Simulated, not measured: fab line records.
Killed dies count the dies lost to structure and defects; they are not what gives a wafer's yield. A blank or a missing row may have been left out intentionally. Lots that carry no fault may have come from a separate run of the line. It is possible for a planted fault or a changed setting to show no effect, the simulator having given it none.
fab line records	flow n5-finfet
[record] lots = 24	wafers = 72	last-day = 18
route steps=1938 shown BEOL_M12@1658 BEOL_M13@1691 BEOL_M14@1716
lots with no fault: from the same line, run without faults
start-h: the number of hours between the record's first day and the start of the first shown wafer of the lot	wait-h: how many hours have passed since the lot's step before this one	" as in the row above	L1.1+2: a single row standing in for several wafers	- value missing, or start not given	* or withheld: withheld	< > ~ a bound
route shown NAME@n: names a module that has steps shown in the file, with the first one's number in the route	usual: average and standard deviation across the fault-free wafers	same: alike in all rows	chamber/n: place in a boat	sites: per-site readings	_std_site: the standard deviation of these	_edge_site: outer sites' mean less inner sites'	radius-mm: how far each site lies from the wafer's centre	mask NAME#n: copy n	behind: the tool/chamber that last shaped the wafer	hold: why the lot went on hold/how many hours it stayed there/how the hold came to an end	device: the n, p or np transistor that did not switch	end of line: at the end of the route, the tests of the same wafers	step lacking rows: just its recipe	killed: dies lost to structure and defects at the first sort, not the wafer's yield	map: a wafer's dies, marking killed ones x, the rest . and places with no die _
set.NAME: setting as actually run; set.NAME@STEP: the setting as run at that earlier step	model.NAME: the simulator's own value behind a step, which no gauge read
steps of the route over a sample of lots; a table a step, a row a wafer
services: from which hour (start-h, from the record's first day; less than 0 if before it) a tool's chamber was out of use, for how many hours, and why
[[steps]]
[step N5_BEOL_M12_INSPECT_55]
[recipe] inspect-instrument = darkfield	mode = post-dep
[usual] raw-defect-count = 61/24
lot.wafer	tool	chamber	start-h	wait-h	raw-defect-count
L074.2	defect-inspect-01	-	244.99	0.0	32
L074.3	"	-	"	"	43
L074.5	"	-	"	"	85
L076.1	defect-inspect-01	-	250.80	0.0	34
L076.3	"	-	"	"	36
L076.5	"	-	"	"	38
L075.1	defect-inspect-01	-	251.06	0.0	76
L075.5	"	-	"	"	88
L075.6	"	-	"	"	65
L077.2	defect-inspect-02	-	259.09	0.0	31
L077.5	"	-	"	"	57
L077.6	"	-	"	"	61
L078.3	defect-inspect-02	-	267.80	0.0	41
L078.5	"	-	"	"	68
L078.6	"	-	"	"	53
L079.2	defect-inspect-02	-	274.85	0.0	61
L079.5	"	-	"	"	69
L079.6	"	-	"	"	54
L081.1	defect-inspect-01	-	286.37	0.0	72
L081.4	"	-	"	"	71
L081.6	"	-	"	"	49
L080.2	defect-inspect-02	-	290.13	0.0	71
L080.3	"	-	"	"	87
L080.6	"	-	"	"	69
L082.1	defect-inspect-01	-	299.19	0.0	66
L082.2	"	-	"	"	75
L082.5	"	-	"	"	52
L083.2	defect-inspect-01	-	306.56	0.0	58
L083.5	"	-	"	"	54
L083.6	"	-	"	"	84
L084.1	defect-inspect-02	-	308.50	0.0	68
L084.5	"	-	"	"	68
L084.6	"	-	"	"	127
L085.2	defect-inspect-01	-	309.39	0.0	82
L085.3	"	-	"	"	60
L085.5	"	-	"	"	64
L086.1	defect-inspect-01	-	319.75	0.0	88
L086.5	"	-	"	"	78
L086.6	"	-	"	"	83
L087.2	defect-inspect-02	-	326.27	0.0	64
L087.3	"	-	"	"	44
L087.5	"	-	"	"	38
L089.1	defect-inspect-02	-	337.32	0.0	27
L089.2	"	-	"	"	56
L089.5	"	-	"	"	58
L091.1	defect-inspect-01	-	343.59	0.0	46
L091.2	"	-	"	"	22
L091.5	"	-	"	"	54
L090.1	defect-inspect-02	-	343.98	0.0	60
L090.3	"	-	"	"	33
L090.4	"	-	"	"	24
L088.1	defect-inspect-02	-	355.12	0.0	92
L088.3	"	-	"	"	145
L088.5	"	-	"	"	90
L092.1	defect-inspect-02	-	363.30	0.0	48
L092.2	"	-	"	"	32
L092.3	"	-	"	"	25
L095.2	defect-inspect-02	-	364.05	0.0	43
L095.3	"	-	"	"	51
L095.4	"	-	"	"	48
L094.2	defect-inspect-02	-	372.53	0.0	77
L094.4	"	-	"	"	72
L094.5	"	-	"	"	71
L093.1	defect-inspect-02	-	388.33	0.0	39
L093.4	"	-	"	"	75
L093.5	"	-	"	"	67
L096.2	defect-inspect-01	-	393.86	0.0	72
L096.3	"	-	"	"	42
L096.6	"	-	"	"	39
L097.1	defect-inspect-01	-	408.54	0.0	74
L097.5	"	-	"	"	38
L097.6	"	-	"	"	39
[step N5_BEOL_M13_INSPECT_30]
[recipe] mode = adi	inspect-instrument = macro
[usual] raw-defect-count = 2.0/1.5
lot.wafer	tool	chamber	start-h	wait-h	raw-defect-count
L074.2	defect-inspect-02	-	246.75	0.0	4
L074.3	"	-	"	"	1
L074.5	"	-	"	"	1
L076.1	defect-inspect-01	-	252.76	0.0	2
L076.3	"	-	"	"	3
L076.5	"	-	"	"	2
L075.1	defect-inspect-02	-	252.79	0.0	0
L075.5	"	-	"	"	4
L075.6	"	-	"	"	0
L077.2	defect-inspect-01	-	260.71	0.0	2
L077.5	"	-	"	"	2
L077.6	"	-	"	"	2
L078.3	defect-inspect-02	-	269.42	0.0	0
L078.5	"	-	"	"	1
L078.6	"	-	"	"	3
L079.2	defect-inspect-02	-	276.97	0.0	3
L079.5	"	-	"	"	2
L079.6	"	-	"	"	5
L081.1	defect-inspect-02	-	288.16	0.0	2
L081.4	"	-	"	"	1
L081.6	"	-	"	"	0
L080.2	defect-inspect-01	-	291.82	0.0	4
L080.3	"	-	"	"	4
L080.6	"	-	"	"	2
L082.1	defect-inspect-01	-	300.82	0.1	0
L082.2	"	-	"	"	2
L082.5	"	-	"	"	2
L083.2	defect-inspect-02	-	308.20	0.0	2
L083.5	"	-	"	"	5
L083.6	"	-	"	"	1
L084.1	defect-inspect-01	-	310.14	0.0	1
L084.5	"	-	"	"	0
L084.6	"	-	"	"	2
L085.2	defect-inspect-02	-	311.07	0.0	1
L085.3	"	-	"	"	0
L085.5	"	-	"	"	1
L086.1	defect-inspect-01	-	321.24	0.0	3
L086.5	"	-	"	"	2
L086.6	"	-	"	"	1
L087.2	defect-inspect-02	-	327.95	0.0	3
L087.3	"	-	"	"	3
L087.5	"	-	"	"	3
L089.1	defect-inspect-02	-	339.14	0.0	3
L089.2	"	-	"	"	3
L089.5	"	-	"	"	2
L091.1	defect-inspect-02	-	345.27	0.0	0
L091.2	"	-	"	"	1
L091.5	"	-	"	"	4
L090.1	defect-inspect-01	-	345.60	0.0	1
L090.3	"	-	"	"	1
L090.4	"	-	"	"	6
L088.1	defect-inspect-02	-	356.74	0.0	6
L088.3	"	-	"	"	4
L088.5	"	-	"	"	1
L092.1	defect-inspect-02	-	365.04	0.0	0
L092.2	"	-	"	"	2
L092.3	"	-	"	"	0
L095.2	defect-inspect-02	-	365.76	0.0	1
L095.3	"	-	"	"	1
L095.4	"	-	"	"	3
L094.2	defect-inspect-02	-	374.28	0.0	3
L094.4	"	-	"	"	2
L094.5	"	-	"	"	1
L093.1	defect-inspect-02	-	389.96	0.0	1
L093.4	"	-	"	"	4
L093.5	"	-	"	"	2
L096.2	defect-inspect-01	-	395.60	0.0	1
L096.3	"	-	"	"	1
L096.6	"	-	"	"	3
L097.1	defect-inspect-02	-	410.11	0.0	5
L097.5	"	-	"	"	2
L097.6	"	-	"	"	1
[step N5_BEOL_M13_ETCH_38]
[recipe] chemistry = CF4/N2	target = SiCN	target-depth-a = 675	taper-deg = 2	time-s = 71.9	ion-energy-ev = 150	mask-material = SiO2	pressure-mtorr = 40	source-w = 430	bias-w = 70	Ar_flow_sccm = 100	cf4-flow-sccm = 60	n2-flow-sccm = 60
[usual] drypump-motor-current-A = 5.6/0.48	oes-product-au = 0.77/0.089	rf-vpp-V = 382.5/1.6	showerhead-plenum-p-Torr = 2.21/0.06	throttle-valve-pct = 15.49/0.27
[same] time-s = 71.9
lot.wafer	tool	chamber	start-h	wait-h	drypump-motor-current-A	oes-product-au	rf-hours-counter-h	rf-vpp-V	showerhead-plenum-p-Torr	throttle-valve-pct
L074.2	rie-diel-03	0	248.21	-	5.4	0.83	77	380.6	2.14	15.38
L074.3	"	1	"	"	5.1	0.74	171	382.3	2.20	15.54
L074.5	"	0	"	"	5.5	0.82	-	381.4	2.14	15.39
L076.1	rie-diel-03	1	254.17	-	5.1	0.74	173	382.3	2.20	15.52
L076.3	"	3	"	"	5.6	0.75	182	384.2	2.29	15.85
L076.5	"	2	"	"	5.1	0.93	-	383.8	2.26	15.05
L075.1	rie-diel-04	1	254.45	-	5.5	0.76	133	383.9	2.21	15.76
L075.5	"	1	"	"	5.5	0.77	-	383.3	2.21	15.75
L075.6	"	0	"	"	6.1	0.72	-	382.9	2.20	15.59
L077.2	rie-diel-04	3	261.75	-	5.0	0.97	2	382.1	2.17	15.20
L077.5	"	0	"	"	6.2	0.73	-	382.6	2.20	15.58
L077.6	"	1	"	"	5.6	0.76	-	383.1	2.21	15.75
L078.3	rie-diel-05	0	272.96	-	5.8	0.70	217	384.6	2.27	15.64
L078.5	"	0	"	"	5.8	0.71	-	384.4	2.27	15.65
L078.6	"	3	"	"	5.8	0.72	-	381.2	2.18	15.56
L079.2	rie-diel-05	3	277.70	-	5.8	0.73	193	381.8	2.18	15.58
L079.5	"	2	"	"	5.3	0.70	-	381.9	2.19	15.42
L079.6	"	3	"	"	5.8	0.73	-	382.5	2.18	15.59
L081.1	rie-diel-04	1	290.56	-	5.5	0.75	146	382.3	2.20	15.77
L081.4	"	1	"	"	5.5	0.75	-	383.0	2.20	15.79
L081.6	"	0	"	"	6.1	0.72	-	381.5	2.19	15.62
L080.2	rie-diel-03	2	295.82	-	5.1	0.91	25	384.0	2.25	15.05
L080.3	"	3	"	"	5.6	0.75	192	382.9	2.28	15.87
L080.6	"	1	"	"	5.1	0.74	-	382.4	2.20	15.53
L082.1	rie-diel-03	1	301.81	-	5.1	0.73	186	382.0	2.20	15.54
L082.2	"	2	"	"	5.1	0.91	28	382.6	2.25	15.05
L082.5	"	1	"	"	5.1	0.74	-	382.1	2.20	15.54
L083.2	rie-diel-04	2	310.11	-	6.6	0.94	14	385.5	2.35	15.01
L083.5	"	2	"	"	6.5	0.94	-	385.6	2.35	15.00
L083.6	"	0	"	"	6.2	0.72	-	380.8	2.19	15.62
L084.1	rie-diel-03	0	311.06	-	5.5	0.80	94	381.2	2.14	15.42
L084.5	"	1	"	"	5.1	0.73	-	382.1	2.19	15.54
L084.6	"	2	"	"	5.0	0.90	-	382.7	2.25	15.08
L085.2	rie-diel-04	2	313.32	-	6.5	0.93	16	386.2	2.35	15.01
L085.3	"	0	"	"	6.2	0.71	233	382.3	2.19	15.62
L085.5	"	1	"	"	5.5	0.74	-	382.3	2.20	15.80
L086.1	rie-diel-03	3	322.35	-	5.6	0.73	201	384.1	2.28	15.87
L086.5	"	3	"	"	5.6	0.73	-	384.1	2.28	15.87
L086.6	"	1	"	"	5.1	0.72	-	382.4	2.19	15.55
L087.2	rie-diel-04	0	331.17	-	6.2	0.72	237	380.6	2.19	15.62
L087.3	"	2	"	"	6.5	0.91	22	386.9	2.35	15.02
L087.5	"	0	"	"	6.1	0.71	-	382.2	2.19	15.64
L089.1	rie-diel-04	2	340.20	-	6.5	0.91	25	385.1	2.35	15.02
L089.2	"	1	"	"	5.5	0.74	162	381.8	2.20	15.80
L089.5	"	2	"	"	6.5	0.91	-	386.9	2.35	15.03
L091.1	rie-diel-04	2	346.64	-	6.5	0.90	26	384.7	2.35	15.04
L091.2	"	3	"	"	5.0	0.90	22	381.1	2.16	15.24
L091.5	"	0	"	"	6.1	0.71	-	380.9	2.19	15.65
L090.1	rie-diel-05	0	346.83	-	5.8	0.68	239	384.6	2.26	15.70
L090.3	"	2	"	"	5.3	0.68	228	382.0	2.18	15.46
L090.4	"	3	"	"	5.8	0.71	213	382.3	2.18	15.64
L088.1	rie-diel-04	1	362.48	-	5.5	0.73	168	382.8	2.20	15.81
L088.3	"	0	"	"	6.2	0.70	245	381.6	2.19	15.66
L088.5	"	3	"	"	5.0	0.91	-	381.5	2.16	15.27
L092.1	rie-diel-04	1	366.20	-	5.5	0.73	169	382.2	2.20	15.83
L092.2	"	2	"	"	6.6	0.89	33	387.1	2.34	15.03
L092.3	"	0	"	"	6.1	0.70	246	380.5	2.19	15.66
L095.2	rie-diel-05	0	366.50	-	5.8	0.69	245	383.3	2.26	15.70
L095.3	"	2	"	"	5.3	0.68	234	381.8	2.18	15.48
L095.4	"	0	"	"	5.8	0.68	-	383.2	2.26	15.71
L094.2	rie-diel-03	3	375.56	-	5.6	0.73	218	383.4	2.27	15.91
L094.4	"	2	"	"	5.1	0.88	45	383.2	2.24	15.09
L094.5	"	2	"	"	5.1	0.88	-	383.4	2.24	15.10
L093.1	rie-diel-03	2	390.93	-	5.1	0.86	51	384.0	2.24	15.12
L093.4	"	3	"	"	5.6	0.71	223	383.3	2.27	15.92
L093.5	"	1	"	"	5.1	0.71	-	381.6	2.19	15.60
L096.2	rie-diel-05	3	398.10	-	5.9	0.71	226	382.7	2.17	15.67
L096.3	"	2	"	"	5.2	0.67	241	380.9	2.17	15.49
L096.6	"	2	"	"	5.3	0.67	-	382.8	2.17	15.47
L097.1	rie-diel-04	1	412.21	-	5.5	0.72	190	380.9	2.19	15.86
L097.5	"	2	"	"	6.5	0.86	-	386.3	2.34	15.08
L097.6	"	3	"	"	4.9	0.86	-	382.2	2.15	15.28
[step N5_BEOL_M13_SPUTTER_45]
[recipe] material = Cu	target-thk-a = 800	temp-c = -20	bias-v = 60	power-w = 26000	chamber-pressure-pa = 0.13	time-s = 13.33
[usual] throttle-valve-pct = 30.1/1.1
[same] time-s = 13.33
lot.wafer	tool	chamber	start-h	wait-h	throttle-valve-pct
L074.2	pvd-sputter-01	-	248.99	0.0	30.9
L074.3	"	-	"	"	31.7
L074.5	"	-	"	"	31.8
L076.1	pvd-sputter-02	-	255.09	0.0	28.9
L076.3	"	-	"	"	28.6
L076.5	"	-	"	"	28.7
L075.1	pvd-sputter-02	-	255.49	0.0	29.4
L075.5	"	-	"	"	28.8
L075.6	"	-	"	"	29.2
L077.2	pvd-sputter-03	-	262.50	0.0	32.2
L077.5	"	-	"	"	29.6
L077.6	"	-	"	"	29.2
L078.3	pvd-sputter-03	-	275.72	0.0	32.3
L078.5	"	-	"	"	29.3
L078.6	"	-	"	"	32.0
L079.2	pvd-sputter-03	-	278.22	0.0	30.1
L079.5	"	-	"	"	29.4
L079.6	"	-	"	"	29.5
L081.1	pvd-sputter-03	-	291.56	0.0	32.0
L081.4	"	-	"	"	29.3
L081.6	"	-	"	"	29.9
L080.2	pvd-sputter-03	-	297.15	0.0	29.4
L080.3	"	-	"	"	32.0
L080.6	"	-	"	"	32.0
L082.1	pvd-sputter-01	-	302.70	0.0	30.9
L082.2	"	-	"	"	30.9
L082.5	"	-	"	"	30.8
L083.2	pvd-sputter-01	-	310.80	0.0	31.1
L083.5	"	-	"	"	31.8
L083.6	"	-	"	"	30.7
L084.1	pvd-sputter-01	-	311.68	0.0	29.9
L084.5	"	-	"	"	30.8
L084.6	"	-	"	"	30.3
L085.2	pvd-sputter-02	-	314.01	0.0	29.5
L085.3	"	-	"	"	28.8
L085.5	"	-	"	"	28.8
L086.1	pvd-sputter-01	-	323.23	0.0	30.1
L086.5	"	-	"	"	31.9
L086.6	"	-	"	"	30.9
L087.2	pvd-sputter-02	-	331.80	0.0	29.5
L087.3	"	-	"	"	29.3
L087.5	"	-	"	"	29.3
L089.1	pvd-sputter-03	-	341.18	0.0	29.5
L089.2	"	-	"	"	30.2
L089.5	"	-	"	"	32.1
L091.1	pvd-sputter-03	-	347.40	0.0	30.2
L091.2	"	-	"	"	32.0
L091.5	"	-	"	"	31.9
L090.1	pvd-sputter-02	-	347.46	0.0	28.9
L090.3	"	-	"	"	28.7
L090.4	"	-	"	"	29.7
L088.1	pvd-sputter-03	-	363.37	0.0	32.3
L088.3	"	-	"	"	29.2
L088.5	"	-	"	"	29.9
L092.1	pvd-sputter-03	-	366.97	0.0	31.9
L092.2	"	-	"	"	29.1
L092.3	"	-	"	"	29.4
L095.2	pvd-sputter-03	-	367.33	0.0	29.2
L095.3	"	-	"	"	29.3
L095.4	"	-	"	"	31.9
L094.2	pvd-sputter-01	-	376.00	0.0	32.0
L094.4	"	-	"	"	30.9
L094.5	"	-	"	"	30.9
L093.1	pvd-sputter-02	-	391.73	0.0	29.6
L093.4	"	-	"	"	29.3
L093.5	"	-	"	"	29.2
L096.2	pvd-sputter-03	-	398.84	0.0	29.1
L096.3	"	-	"	"	29.2
L096.6	"	-	"	"	31.9
L097.1	pvd-sputter-02	-	412.80	0.0	29.1
L097.5	"	-	"	"	28.5
L097.6	"	-	"	"	28.9
[step N5_BEOL_M14_ILD_DEP_00]
[recipe] material = SiO2	target-thk-a = 11193	temp-c = 400	precursor = TEOS/O2	pressure-torr = 6.5	rf-w = 900	teos-flow-sccm = 161.4	gas = O2	flow-sccm = 2650	time-s = 237.4
[usual] heater-power-outer-w = 291/51	heater-power-w = 565/66	showerhead-plenum-p-Torr = 8.35/0.037	throttle-valve-pct = 19.3/1.8
[same] time-s = 237.4
lot.wafer	tool	chamber	start-h	wait-h	heater-power-outer-w	heater-power-w	showerhead-plenum-p-Torr	throttle-valve-pct
L074.2	pecvd-02	1	250.27	0.0	302	537	8.39	18.8
L074.3	"	0	"	"	305	613	8.33	20.5
L074.5	"	0	"	"	214	485	8.32	20.3
L076.1	pecvd-04	1	256.16	0.0	224	496	8.33	19.0
L076.3	"	2	"	"	343	651	8.30	17.5
L076.5	"	1	"	"	268	556	8.35	19.0
L075.1	pecvd-04	0	256.56	0.0	310	576	8.35	22.9
L075.5	"	0	"	"	346	627	8.34	23.3
L075.6	"	2	"	"	250	516	8.29	17.5
L077.2	pecvd-02	0	263.56	0.0	236	528	8.29	20.3
L077.5	"	0	"	"	290	595	8.32	20.3
L077.6	"	1	"	"	295	543	8.39	18.8
L078.3	pecvd-03	2	276.92	0.0	365	681	8.34	18.2
L078.5	"	0	"	"	297	595	8.36	18.0
L078.6	"	1	"	"	171	390	8.38	20.0
L079.2	pecvd-03	1	279.30	0.0	250	487	8.40	19.8
L079.5	"	0	"	"	292	581	8.37	18.1
L079.6	"	1	"	"	275	530	8.40	19.7
L081.1	pecvd-03	1	292.63	0.0	242	474	8.41	19.6
L081.4	"	0	"	"	303	616	8.37	18.3
L081.6	"	2	"	"	374	684	8.32	18.1
L080.2	pecvd-03	0	298.26	0.0	285	586	8.34	18.3
L080.3	"	1	"	"	225	478	8.40	19.9
L080.6	"	1	"	"	265	510	8.43	19.9
L082.1	pecvd-04	1	304.20	0.0	217	505	8.34	18.8
L082.2	"	0	"	"	289	561	8.32	23.8
L082.5	"	2	"	"	249	516	8.27	17.3
L083.2	pecvd-02	2	312.03	0.0	321	596	8.37	19.5
L083.5	"	1	"	"	381	651	8.40	18.9
L083.6	"	0	"	"	323	626	8.33	20.4
L084.1	pecvd-04	1	312.75	0.0	279	589	8.32	18.9
L084.5	"	1	"	"	192	451	8.37	19.2
L084.6	"	0	"	"	233	465	8.34	23.3
L085.2	pecvd-04	2	315.08	0.0	353	644	8.28	17.3
L085.3	"	0	"	"	283	535	8.34	23.4
L085.5	"	2	"	"	249	501	8.30	17.3
L086.1	pecvd-02	1	324.31	0.0	355	624	8.39	18.5
L086.5	"	2	"	"	286	551	8.36	19.3
L086.6	"	1	"	"	297	524	8.39	18.9
L087.2	pecvd-02	2	333.82	0.0	262	502	8.36	19.1
L087.3	"	2	"	"	307	568	8.39	19.2
L087.5	"	1	"	"	347	616	8.39	18.9
L089.1	pecvd-04	0	342.25	0.0	289	549	8.32	23.6
L089.2	"	1	"	"	219	503	8.36	18.9
L089.5	"	0	"	"	333	617	8.31	23.5
L091.1	pecvd-04	2	348.69	0.0	282	558	8.30	17.6
L091.2	"	1	"	"	272	554	8.34	18.8
L091.5	"	1	"	"	293	584	8.34	19.0
L090.1	pecvd-03	1	349.06	0.0	266	497	8.41	20.1
L090.3	"	2	"	"	377	679	8.32	18.2
L090.4	"	0	"	"	309	622	8.38	18.1
L088.1	pecvd-02	0	364.44	0.0	334	631	8.31	17.3
L088.3	"	1	"	"	313	565	8.39	18.7
L088.5	"	1	"	"	366	641	8.38	18.9
L092.1	pecvd-03	0	368.29	0.0	237	526	8.37	17.9
L092.2	"	1	"	"	254	514	8.40	20.1
L092.3	"	2	"	"	338	629	8.35	18.2
L095.2	pecvd-04	2	368.85	0.0	318	598	8.31	17.3
L095.3	"	0	"	"	340	625	8.37	23.3
L095.4	"	0	"	"	233	473	8.35	23.2
L094.2	pecvd-04	1	377.71	0.0	271	534	8.33	18.9
L094.4	"	1	"	"	293	596	8.34	18.9
L094.5	"	0	"	"	225	475	8.35	23.5
L093.1	pecvd-04	0	392.80	0.0	319	591	8.35	23.4
L093.4	"	1	"	"	291	579	8.36	18.9
L093.5	"	0	"	"	229	463	8.37	23.2
L096.2	pecvd-03	0	399.98	0.1	196	456	8.36	18.1
L096.3	"	0	"	"	259	531	8.37	18.1
L096.6	"	0	"	"	256	554	8.37	18.2
L097.1	pecvd-02	2	414.06	0.0	324	587	8.40	19.4
L097.5	"	1	"	"	371	623	8.39	18.6
L097.6	"	2	"	"	225	461	8.38	19.5
[step N5_BEOL_M14_VIA_ETCH_16]
[recipe] chemistry = C4F8/O2/Ar	target = SiO2	he-inner-torr = 15	he-outer-torr = 30	target-depth-a = 12313	time-s = withheld	ion-energy-ev = 800	pressure-mtorr = 20	source-w = 1905	bias-w = 2040	Ar_flow_sccm = 400	C4F8_flow_sccm = 16	O2_flow_sccm = 12	ends = cleared
[usual] drypump-motor-current-A = 5.5/0.44	he-outer-torr = 30.00/0.063	oes-product-au = 0.73/0.058	rf-vpp-V = 2208/35	showerhead-plenum-p-Torr = 3.45/0.12	throttle-valve-pct = 30.78/0.19
lot.wafer	tool	chamber	start-h	wait-h	drypump-motor-current-A	he-outer-torr	oes-product-au	rf-vpp-V	showerhead-plenum-p-Torr	throttle-valve-pct
L074.2	rie-diel-01	0	251.18	0.0	6.0	29.93	0.68	2177	3.46	31.00
L074.3	"	1	"	"	6.7	30.06	0.82	2193	3.36	30.98
L074.5	"	0	"	"	6.0	29.94	0.67	2179	3.46	30.98
L076.1	rie-diel-01	1	256.83	0.0	6.7	30.07	0.80	2195	3.36	31.00
L076.3	"	0	"	"	6.0	30.01	0.67	2178	3.46	30.98
L076.5	"	0	"	"	6.0	29.98	0.67	2180	3.46	30.98
L075.1	rie-diel-06	3	257.89	0.0	5.3	30.07	0.79	2201	3.36	30.52
L075.5	"	2	"	"	5.5	30.06	0.74	2217	3.45	30.99
L075.6	"	1	"	"	4.9	30.04	0.69	2258	3.45	30.71
L077.2	rie-diel-06	2	264.23	0.0	5.5	29.97	0.73	2218	3.45	30.96
L077.5	"	2	"	"	5.5	30.09	0.74	2217	3.45	30.97
L077.6	"	3	"	"	5.3	30.02	0.79	2201	3.36	30.55
L078.3	rie-diel-02	1	277.80	0.0	5.4	29.99	0.85	2245	3.67	30.82
L078.5	"	3	"	"	6.5	30.11	0.60	2184	3.25	30.49
L078.6	"	2	"	"	5.4	29.85	0.80	2235	3.64	30.84
L079.2	rie-diel-06	3	279.97	0.0	5.3	29.95	0.78	2199	3.36	30.53
L079.5	"	2	"	"	5.5	29.92	0.73	2215	3.44	30.98
L079.6	"	1	"	"	4.9	29.88	0.69	2259	3.44	30.71
L081.1	rie-diel-06	0	293.30	0.0	5.5	29.90	0.79	2154	3.62	30.73
L081.4	"	1	"	"	4.9	30.04	0.69	2258	3.44	30.73
L081.6	"	3	"	"	5.3	30.05	0.78	2200	3.35	30.52
L080.2	rie-diel-02	0	298.93	0.0	5.6	30.11	0.62	2162	3.24	30.79
L080.3	"	1	"	"	5.4	29.94	0.84	2245	3.67	30.84
L080.6	"	0	"	"	5.6	30.03	0.63	2162	3.24	30.76
L082.1	rie-diel-01	2	305.10	0.0	5.2	29.99	0.80	2245	3.36	30.33
L082.2	"	3	"	"	6.1	29.95	0.76	2196	3.38	31.06
L082.5	"	3	"	"	6.1	29.94	0.77	2196	3.38	31.07
L083.2	rie-diel-02	2	312.70	0.0	5.4	30.09	0.78	2234	3.63	30.87
L083.5	"	0	"	"	5.6	29.98	0.62	2162	3.24	30.79
L083.6	"	2	"	"	5.4	29.96	0.77	2234	3.63	30.86
L084.1	rie-diel-02	0	313.55	0.0	5.6	30.11	0.63	2160	3.24	30.78
L084.5	"	1	"	"	5.4	30.01	0.82	2245	3.66	30.86
L084.6	"	0	"	"	5.6	30.13	0.62	2160	3.24	30.78
L085.2	rie-diel-06	3	315.88	0.0	5.3	30.02	0.77	2200	3.35	30.56
L085.3	"	0	"	"	5.6	30.04	0.79	2153	3.62	30.74
L085.5	"	0	"	"	5.5	30.09	0.79	2152	3.62	30.77
L086.1	rie-diel-06	3	325.43	0.0	5.3	30.12	0.76	2200	3.35	30.56
L086.5	"	1	"	"	4.9	30.03	0.68	2257	3.44	30.72
L086.6	"	3	"	"	5.3	30.08	0.76	2198	3.35	30.55
L087.2	rie-diel-06	1	334.73	0.0	4.9	30.03	0.68	2258	3.43	30.75
L087.3	"	0	"	"	5.5	29.93	0.79	2153	3.61	30.76
L087.5	"	3	"	"	5.3	29.98	0.77	2200	3.35	30.54
L089.1	rie-diel-01	2	343.04	0.0	5.1	29.99	0.78	2246	3.35	30.35
L089.2	"	1	"	"	6.7	29.96	0.77	2193	3.34	31.02
L089.5	"	2	"	"	5.1	30.02	0.78	2245	3.35	30.36
L091.1	rie-diel-06	1	349.49	0.0	4.9	30.00	0.67	2257	3.43	30.73
L091.2	"	3	"	"	5.3	29.99	0.75	2198	3.34	30.55
L091.5	"	0	"	"	5.5	30.04	0.78	2152	3.61	30.76
L090.1	rie-diel-06	2	349.84	0.0	5.5	29.92	0.70	2214	3.43	31.00
L090.3	"	1	"	"	5.0	29.92	0.67	2256	3.43	30.74
L090.4	"	3	"	"	5.3	30.11	0.75	2199	3.34	30.55
L088.1	rie-diel-06	3	365.23	0.0	5.3	30.11	0.75	2198	3.34	30.56
L088.3	"	1	"	"	4.9	29.94	0.68	2255	3.43	30.75
L088.5	"	0	"	"	5.5	30.01	0.77	2151	3.61	30.77
L092.1	rie-diel-06	2	369.08	0.0	5.5	30.06	0.70	2214	3.43	31.02
L092.2	"	1	"	"	4.9	30.12	0.66	2256	3.43	30.73
L092.3	"	3	"	"	5.3	29.95	0.75	2198	3.34	30.57
L095.2	rie-diel-01	3	369.92	0.0	6.0	30.05	0.74	2195	3.36	31.08
L095.3	"	2	"	"	5.1	30.01	0.76	2245	3.34	30.36
L095.4	"	0	"	"	6.0	29.92	0.65	2177	3.44	31.03
L094.2	rie-diel-06	0	378.51	0.0	5.5	30.06	0.76	2151	3.61	30.75
L094.4	"	1	"	"	5.0	29.90	0.66	2256	3.43	30.75
L094.5	"	2	"	"	5.5	30.03	0.70	2216	3.43	31.00
L093.1	rie-diel-06	2	393.49	0.0	5.5	29.92	0.70	2214	3.42	31.03
L093.4	"	3	"	"	5.3	30.00	0.74	2198	3.34	30.57
L093.5	"	3	"	"	5.3	29.99	0.73	2199	3.34	30.57
L096.2	rie-diel-06	2	400.90	0.0	5.5	30.02	0.70	2214	3.42	31.01
L096.3	"	1	"	"	5.0	29.97	0.66	2256	3.42	30.74
L096.6	"	0	"	"	5.5	30.09	0.75	2151	3.60	30.77
L097.1	rie-diel-06	1	414.82	0.0	4.9	29.92	0.66	2256	3.42	30.76
L097.5	"	2	"	"	5.5	30.02	0.70	2214	3.42	31.03
L097.6	"	1	"	"	4.9	29.96	0.66	2255	3.42	30.76
[[services]]
tool	chamber	start-h	hours	kind
pecvd-02	2	227.03	2.5	repair
pecvd-04	-	229.60	7.4	repair
rie-diel-04	3	230.43	-	clean
rie-diel-04	3	230.43	-	consumable-replace:focus-ring
rie-diel-04	3	230.43	24.4	scheduled-down
rie-diel-04	3	230.43	24.4	vent-cycle
rie-diel-01	0	231.78	6.0	repair
rie-diel-03	1	238.76	4.5	repair
rie-diel-04	2	254.91	-	clean
rie-diel-02	0	262.90	4.5	repair
rie-diel-04	3	285.00	27.2	repair
pecvd-03	-	309.27	0.5	repair
pecvd-04	-	319.34	11.9	repair
rie-diel-04	0	322.48	6.7	repair
rie-diel-06	0	323.70	2.2	repair
pecvd-02	-	326.81	1.8	repair
rie-diel-04	-	351.21	1.5	repair
pecvd-03	-	358.62	2.8	repair
rie-diel-05	1	366.16	8.4	repair
rie-diel-05	-	374.16	14.6	pm
rie-diel-04	3	378.16	8.3	repair
rie-diel-05	0	389.04	11.5	repair
rie-diel-03	1	396.85	17.9	repair
pecvd-03	-	412.91	5.5	pm
[[key]]
fault none
